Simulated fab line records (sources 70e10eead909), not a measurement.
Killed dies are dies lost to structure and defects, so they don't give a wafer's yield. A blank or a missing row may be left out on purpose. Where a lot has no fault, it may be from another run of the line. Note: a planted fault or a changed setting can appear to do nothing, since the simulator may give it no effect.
Which tool was responsible?	flow nand-harc	72 wafers from 24 lots sampled at 6 of the route's 1302 steps

== WHAT THE GAUGES SHOWED, per wafer ==
Not one reading of a measure or inspect step in the record can be checked against a usual standard deviation.

== WHAT TOOL EACH LOT RAN ON (gives the tool, then ch and the chambers of the sampled wafers, and finally the start) ==
lot	NHARC_A_STAIRCASE_ETCH_230	NHARC_A_STAIRCASE_TRIM_233	NHARC_A_STAIRCASE_DEP_259	NHARC_A_STAIRCASE_DEP_280	NHARC_A_STAIRCASE_DEP_301	NHARC_A_STAIRCASE_DESCUM_312
L077	rie-diel-10 ch 0,1,2, day 17 07:11 or earlier	rie-diel-10 ch 0,1,2, day 17 07:11 or earlier	pecvd-04 ch 1,2, day 17 07:11	pecvd-04 ch 0,1,2, day 17 14:28	pecvd-02 ch 0,2, day 17 21:33	rie-diel-04 ch 0,1,3, day 17 22:30
L075	rie-diel-13 ch 0,1,3, day 17 07:14 or earlier	rie-diel-13 ch 0,1, day 17 07:14 or earlier	pecvd-01 ch 0,1, day 17 07:14	pecvd-01 ch 0,2, day 17 15:47	pecvd-02 ch 0,1, day 17 23:20	rie-diel-04 ch 0,1,3, day 18 00:10
L074	rie-diel-04 ch 0,1,2, day 17 09:04 or earlier	rie-diel-04 ch 0,1,2, day 17 09:04 or earlier	pecvd-04 ch 0,1,2, day 17 09:04	pecvd-01 ch 0,1,2, day 17 18:19	pecvd-04 ch 0,1,2, day 18 01:07	rie-diel-04 ch 0,1,3, day 18 02:03
L076	rie-diel-10 ch 2,3, day 17 13:21 or earlier	rie-diel-10 ch 0,3, day 17 13:21 or earlier	pecvd-01 ch 0,1, day 17 13:21	pecvd-04 ch 0,1, day 17 21:26	pecvd-04 ch 0,1,2, day 18 02:38	rie-diel-04 ch 0,1, day 18 03:37
L079	rie-diel-13 ch 0,1,3, day 18 05:16 or earlier	rie-diel-13 ch 0,2,3, day 18 05:16 or earlier	pecvd-04 ch 0,1,2, day 18 05:16	pecvd-04 ch 0,1,2, day 18 11:10	pecvd-04 ch 0,1,2, day 18 16:13	rie-diel-04 ch 0,3, day 18 17:04
L078	rie-diel-13 ch 1,2,3, day 18 07:08 or earlier	rie-diel-13 ch 1,2,3, day 18 07:08 or earlier	pecvd-04 ch 0,1,2, day 18 07:08	pecvd-01 ch 0,1, day 18 13:03	pecvd-04 ch 0,1, day 18 17:59	rie-diel-04 ch 1,2,3, day 18 18:58
L081	rie-diel-13 ch 0,1,3, day 19 03:10 or earlier	rie-diel-13 ch 0,3, day 19 03:10 or earlier	pecvd-01 ch 0,1, day 19 03:10	pecvd-02 ch 0,2, day 19 11:21	pecvd-02 ch 1,2, day 19 17:05	rie-diel-10 ch 1,3, day 19 18:08
L080	rie-diel-04 ch 0,1,2, day 19 03:54 or earlier	rie-diel-04 ch 0,2,3, day 19 03:54 or earlier	pecvd-02 ch 1,2, day 19 03:54	pecvd-04 ch 0,1, day 19 11:25	pecvd-02 ch 0,1,2, day 19 17:51	rie-diel-04 ch 1,2, day 19 18:50
L083	rie-diel-13 ch 0,1,2, day 19 14:49 or earlier	rie-diel-13 ch 0,1,2, day 19 14:49 or earlier	pecvd-02 ch 0,1,2, day 19 14:49	pecvd-02 ch 0,1,2, day 19 23:51	pecvd-02 ch 0,1, day 20 05:59	rie-diel-04 ch 0,2,3, day 20 06:58
L082	rie-diel-04 ch 0,2, day 19 15:14 or earlier	rie-diel-04 ch 0,1, day 19 15:14 or earlier	pecvd-04 ch 0,1, day 19 15:14	pecvd-01 ch 0,1, day 19 23:59	pecvd-02 ch 0,1, day 20 06:34	rie-diel-04 ch 0,1,3, day 20 07:25
L084	rie-diel-10 ch 1,2,3, day 20 19:50 or earlier	rie-diel-10 ch 1,3, day 20 19:50 or earlier	pecvd-01 ch 0,1,2, day 20 19:50	pecvd-04 ch 0,1,2, day 21 01:51	pecvd-02 ch 0,1,2, day 21 09:41	rie-diel-04 ch 0,1,3, day 21 10:39
L085	rie-diel-10 ch 0,1,2, day 21 01:37 or earlier	rie-diel-10 ch 1,2,3, day 21 01:37 or earlier	pecvd-02 ch 0,1, day 21 01:37	pecvd-01 ch 1,2, day 21 10:11	pecvd-04 ch 1,2, day 21 15:14	rie-diel-10 ch 0,2, day 21 16:08
L086	rie-diel-10 ch 0,2, day 21 03:24 or earlier	rie-diel-10 ch 0,1,3, day 21 03:24 or earlier	pecvd-01 ch 0,1,2, day 21 03:24	pecvd-02 ch 0,2, day 21 13:17	pecvd-02 ch 1,2, day 21 18:39	rie-diel-10 ch 1,2,3, day 21 19:30
L088	rie-diel-13 ch 0,1,2, day 22 01:16 or earlier	rie-diel-13 ch 0,2,3, day 22 01:16 or earlier	pecvd-02 ch 0,1,2, day 22 01:16	pecvd-04 ch 0,1,2, day 22 07:12	pecvd-01 ch 0,1,2, day 22 17:05	rie-diel-04 ch 0,2, day 22 17:56
L087	rie-diel-13 ch 1,3, day 22 05:01 or earlier	rie-diel-13 ch 0,2,3, day 22 05:01 or earlier	pecvd-02 ch 0,1,2, day 22 05:01	pecvd-01 ch 1,2, day 22 12:49	pecvd-02 ch 0,1, day 22 23:17	rie-diel-10 ch 0,2, day 23 00:14
L089	rie-diel-10 ch 1,2, day 22 06:20 or earlier	rie-diel-10 ch 2,3, day 22 06:20 or earlier	pecvd-04 ch 0,1, day 22 06:20	pecvd-04 ch 0,1, day 22 16:53	pecvd-04 ch 0,1,2, day 22 23:44	rie-diel-04 ch 0,1, day 23 00:43
L090	rie-diel-10 ch 0,1, day 23 04:11 or earlier	rie-diel-10 ch 1,2, day 23 04:11 or earlier	pecvd-04 ch 1,2, day 23 04:11	pecvd-04 ch 0,2, day 23 11:03	pecvd-04 ch 1,2, day 23 18:29	rie-diel-10 ch 0,2,3, day 23 19:26
L091	rie-diel-10 ch 0,1,2, day 23 04:52 or earlier	rie-diel-10 ch 1,2, day 23 04:52 or earlier	pecvd-04 ch 0,1,2, day 23 04:52	pecvd-01 ch 0,1, day 23 12:10	pecvd-01 ch 0,2, day 23 17:28	rie-diel-04 ch 0,2,3, day 23 18:19
L092	rie-diel-13 ch 0,1,2, day 23 10:24 or earlier	rie-diel-13 ch 0,1,2, day 23 10:24 or earlier	pecvd-04 ch 0,1,2, day 23 10:24	pecvd-01 ch 0,1, day 23 17:44	pecvd-04 ch 1,2, day 23 22:38	rie-diel-13 ch 1,3, day 23 23:37
L093	rie-diel-04 ch 1,2,3, day 24 08:13 or earlier	rie-diel-04 ch 0,1,2, day 24 08:13 or earlier	pecvd-02 ch 0,1,2, day 24 08:13	pecvd-02 ch 1,2, day 24 18:58	pecvd-02 ch 1,2, day 25 00:23	rie-diel-10 ch 0,2,3, day 25 01:19
L094	rie-diel-10 ch 0,2,3, day 24 18:49 or earlier	rie-diel-10 ch 0,3, day 24 18:49 or earlier	pecvd-04 ch 0,2, day 24 18:49	pecvd-01 ch 0,2, day 25 00:37	pecvd-01 ch 0,1,2, day 25 06:12	rie-diel-10 ch 0,1,3, day 25 07:11
L096	rie-diel-04 ch 1,3, day 25 11:47 or earlier	rie-diel-04 ch 1,2,3, day 25 11:47 or earlier	pecvd-01 ch 0,1,2, day 25 11:47	pecvd-04 ch 0,1,2, day 25 17:41	pecvd-01 ch 1,2, day 26 03:02	rie-diel-04 ch 1,2, day 26 03:51
L095	rie-diel-04 ch 0,1,3, day 25 13:42 or earlier	rie-diel-04 ch 1,2,3, day 25 13:42 or earlier	pecvd-04 ch 0,1, day 25 13:42	pecvd-04 ch 1,2, day 25 21:22	pecvd-04 ch 0,2, day 26 05:16	rie-diel-13 ch 1,2,3, day 26 06:16
L097	rie-diel-04 ch 0,2,3, day 25 18:11 or earlier	rie-diel-04 ch 0,2,3, day 25 18:11 or earlier	pecvd-04 ch 0,1,2, day 25 18:11	pecvd-02 ch 0,1, day 26 03:28	pecvd-02 ch 0,1,2, day 26 10:20	rie-diel-10 ch 0,2,3, day 26 11:19
- NHARC_A_STAIRCASE_ETCH_230: etches the open film in C4F8/O2, target depth 100 nm, time 40.5 s.
- NHARC_A_STAIRCASE_TRIM_233: chemistry O2, time 211.2 s.
- NHARC_A_STAIRCASE_DEP_259: deposits SiON, target thk 30 nm.
- NHARC_A_STAIRCASE_DEP_280: deposits SiON, target thk 30 nm.
- NHARC_A_STAIRCASE_DEP_301: deposits SiON, target thk 30 nm.
- NHARC_A_STAIRCASE_DESCUM_312: chemistry O2, time 3 s.

== WHAT THE TOOLS THEMSELVES READ (means of the sampled wafers that have a number; where no wafer has one, the mark that the record gives instead) ==
NHARC_A_STAIRCASE_ETCH_230. Usual: oes-product-au 0.946 a.u., standard deviation 0.019; rf-vpp-V 895 V, standard deviation 5.
lot	tool	oes-product-au (a.u.)	rf-vpp-V (V)	flag
L077	rie-diel-10	0.944	892	
L075	rie-diel-13	0.958	895	
L074	rie-diel-04	0.960	899	
L076	rie-diel-10	0.968	891	
L079	rie-diel-13	0.921	894	
L078	rie-diel-13	0.953	893	
L081	rie-diel-13	0.933	893	
L080	rie-diel-04	0.947	900	
L083	rie-diel-13	0.956	892	
L082	rie-diel-04	0.975	903	
L084	rie-diel-10	0.973	898	
L085	rie-diel-10	0.943	898	
L086	rie-diel-10	0.909	899	
L088	rie-diel-13	0.961	891	
L087	rie-diel-13	0.933	895	
L089	rie-diel-10	0.916	901	
L090	rie-diel-10	0.931	895	
L091	rie-diel-10	0.961	898	
L092	rie-diel-13	0.943	890	
L093	rie-diel-04	0.945	896	
L094	rie-diel-10	0.955	898	
L096	rie-diel-04	0.942	894	
L095	rie-diel-04	0.976	896	
L097	rie-diel-04	0.940	899	

NHARC_A_STAIRCASE_TRIM_233. Usual: drypump-motor-current-A 5.7 A, standard deviation 0.62; oes-product-au 1.000 a.u., standard deviation 0.014; rf-vpp-V 57.9 V, standard deviation 0.84; showerhead-plenum-p-Torr 3.50 Torr, standard deviation 0.13; throttle-valve-pct 17.037 %, standard deviation 0.0094.
lot	tool	drypump-motor-current-A (A)	oes-product-au (a.u.)	rf-vpp-V (V)	showerhead-plenum-p-Torr (Torr)	throttle-valve-pct (%)	flag
L077	rie-diel-10	5.9	0.992	57.9	3.44	17.043	
L075	rie-diel-13	5.8	1.013	57.8	3.42	17.033	
L074	rie-diel-04	5.3	1.005	57.7	3.63	17.037	
L076	rie-diel-10	5.6	0.998	57.6	3.46	17.040	
L079	rie-diel-13	5.9	1.007	57.5	3.41	17.035	
L078	rie-diel-13	5.8	1.005	58.2	3.46	17.034	
L081	rie-diel-13	6.4	0.998	57.1	3.47	17.043	
L080	rie-diel-04	5.7	0.997	58.2	3.62	17.034	
L083	rie-diel-13	5.6	1.012	57.9	3.40	17.036	
L082	rie-diel-04	4.8	0.993	57.8	3.60	17.050	
L084	rie-diel-10	5.2	0.998	57.7	3.43	17.045	
L085	rie-diel-10	5.6	0.996	57.7	3.56	17.038	
L086	rie-diel-10	5.6	0.981	57.7	3.47	17.037	
L088	rie-diel-13	5.8	1.008	58.0	3.39	17.041	
L087	rie-diel-13	5.9	1.007	57.4	3.39	17.040	
L089	rie-diel-10	5.6	0.992	57.8	3.53	17.041	
L090	rie-diel-10	5.9	0.998	57.6	3.68	17.033	
L091	rie-diel-10	5.5	0.992	57.1	3.58	17.030	
L092	rie-diel-13	5.6	1.022	58.3	3.38	17.033	
L093	rie-diel-04	5.3	1.003	58.5	3.61	17.026	
L094	rie-diel-10	6.0	0.982	58.3	3.46	17.038	
L096	rie-diel-04	5.7	1.007	57.8	3.54	17.041	
L095	rie-diel-04	5.7	1.006	57.7	3.53	17.044	
L097	rie-diel-04	5.7	0.997	56.8	3.60	17.032	

NHARC_A_STAIRCASE_DEP_259. Usual: 805 W for heater-power-w, sd 88.
lot	tool	heater-power-w (W)	flag
L077	pecvd-04	745	
L075	pecvd-01	801	
L074	pecvd-04	817	
L076	pecvd-01	760	
L079	pecvd-04	827	
L078	pecvd-04	876	
L081	pecvd-01	802	
L080	pecvd-02	753	
L083	pecvd-02	809	
L082	pecvd-04	898	
L084	pecvd-01	791	
L085	pecvd-02	760	
L086	pecvd-01	827	
L088	pecvd-02	757	
L087	pecvd-02	777	
L089	pecvd-04	834	
L090	pecvd-04	851	
L091	pecvd-04	836	
L092	pecvd-04	824	
L093	pecvd-02	781	
L094	pecvd-04	798	
L096	pecvd-01	757	
L095	pecvd-04	841	
L097	pecvd-04	784	

NHARC_A_STAIRCASE_DEP_280. Usual: 814 W for heater-power-w, sd 92.
lot	tool	heater-power-w (W)	flag
L077	pecvd-04	879	
L075	pecvd-01	760	
L074	pecvd-01	878	
L076	pecvd-04	887	
L079	pecvd-04	827	
L078	pecvd-01	772	
L081	pecvd-02	710	
L080	pecvd-04	872	
L083	pecvd-02	808	
L082	pecvd-01	717	
L084	pecvd-04	785	
L085	pecvd-01	886	
L086	pecvd-02	687	
L088	pecvd-04	791	
L087	pecvd-01	863	
L089	pecvd-04	841	
L090	pecvd-04	797	
L091	pecvd-01	771	
L092	pecvd-01	821	
L093	pecvd-02	781	
L094	pecvd-01	839	
L096	pecvd-04	836	
L095	pecvd-04	785	
L097	pecvd-02	763	

NHARC_A_STAIRCASE_DEP_301. Usual: 798 W for heater-power-w, sd 90.
lot	tool	heater-power-w (W)	flag
L077	pecvd-02	740	
L075	pecvd-02	792	
L074	pecvd-04	775	
L076	pecvd-04	807	
L079	pecvd-04	811	
L078	pecvd-04	920	
L081	pecvd-02	795	
L080	pecvd-02	760	
L083	pecvd-02	849	
L082	pecvd-02	809	
L084	pecvd-02	743	
L085	pecvd-04	740	
L086	pecvd-02	769	
L088	pecvd-01	753	
L087	pecvd-02	814	
L089	pecvd-04	803	
L090	pecvd-04	787	
L091	pecvd-01	910	
L092	pecvd-04	814	
L093	pecvd-02	770	
L094	pecvd-01	803	
L096	pecvd-01	893	
L095	pecvd-04	828	
L097	pecvd-02	746	

NHARC_A_STAIRCASE_DESCUM_312. Usual: drypump-motor-current-A 5.6 A, standard deviation 0.62; oes-product-au 0.995 a.u., standard deviation 0.011; rf-vpp-V 58.0 V, standard deviation 0.94; showerhead-plenum-p-Torr 1.92 Torr, standard deviation 0.076; throttle-valve-pct 11.311 %, standard deviation 0.0094.
lot	tool	drypump-motor-current-A (A)	oes-product-au (a.u.)	rf-vpp-V (V)	showerhead-plenum-p-Torr (Torr)	throttle-valve-pct (%)	flag
L077	rie-diel-04	5.2	0.992	57.5	1.92	11.314	
L075	rie-diel-04	5.2	0.997	58.8	1.92	11.314	
L074	rie-diel-04	5.2	0.999	57.2	1.92	11.317	
L076	rie-diel-04	4.8	0.993	59.3	1.92	11.310	
L079	rie-diel-04	5.6	0.991	57.4	1.92	11.313	
L078	rie-diel-04	5.6	0.997	58.0	1.93	11.307	
L081	rie-diel-10	5.2	0.994	57.4	1.88	11.319	
L080	rie-diel-04	5.3	0.998	58.2	1.93	11.308	
L083	rie-diel-04	5.7	0.995	58.2	1.97	11.313	
L082	rie-diel-04	5.2	0.995	57.4	1.92	11.299	
L084	rie-diel-04	5.2	0.988	57.9	1.92	11.313	
L085	rie-diel-10	6.3	0.986	58.4	2.02	11.308	
L086	rie-diel-10	5.5	0.994	57.2	1.93	11.309	
L088	rie-diel-04	5.4	0.991	58.5	1.99	11.317	
L087	rie-diel-10	6.3	0.988	57.9	2.01	11.314	
L089	rie-diel-04	4.8	0.996	57.8	1.91	11.306	
L090	rie-diel-10	6.0	0.989	57.9	1.93	11.309	
L091	rie-diel-04	5.7	1.003	57.9	1.96	11.309	
L092	rie-diel-13	6.3	0.994	57.5	1.89	11.316	
L093	rie-diel-10	6.0	0.990	57.7	1.93	11.314	
L094	rie-diel-10	5.5	0.986	58.1	1.87	11.304	
L096	rie-diel-04	5.8	1.002	58.9	1.96	11.313	
L095	rie-diel-13	5.8	1.016	57.3	1.85	11.313	
L097	rie-diel-10	6.0	0.998	58.0	1.93	11.312	

== THE ANSWER, worked out from the rows above alone ==
Rule: lot off if the mean of its wafers having a number is beyond 3 standard deviations from the usual mean. Also off: a lot with no number at a reading for which 4 or more lots have one. All remaining lots with rows at the step are treated as sound. The gauges are gone through in route order, then the tools' own readings, and for those a lot's mean is taken as printed above. The first step at which some lot is off is used, and at that step the reading that is off furthest; a lot without a number counts as furthest.
None of the lots is off at any reading shown; this tells nothing.

== WHAT THE SIMULATOR HAD PUT IN ==
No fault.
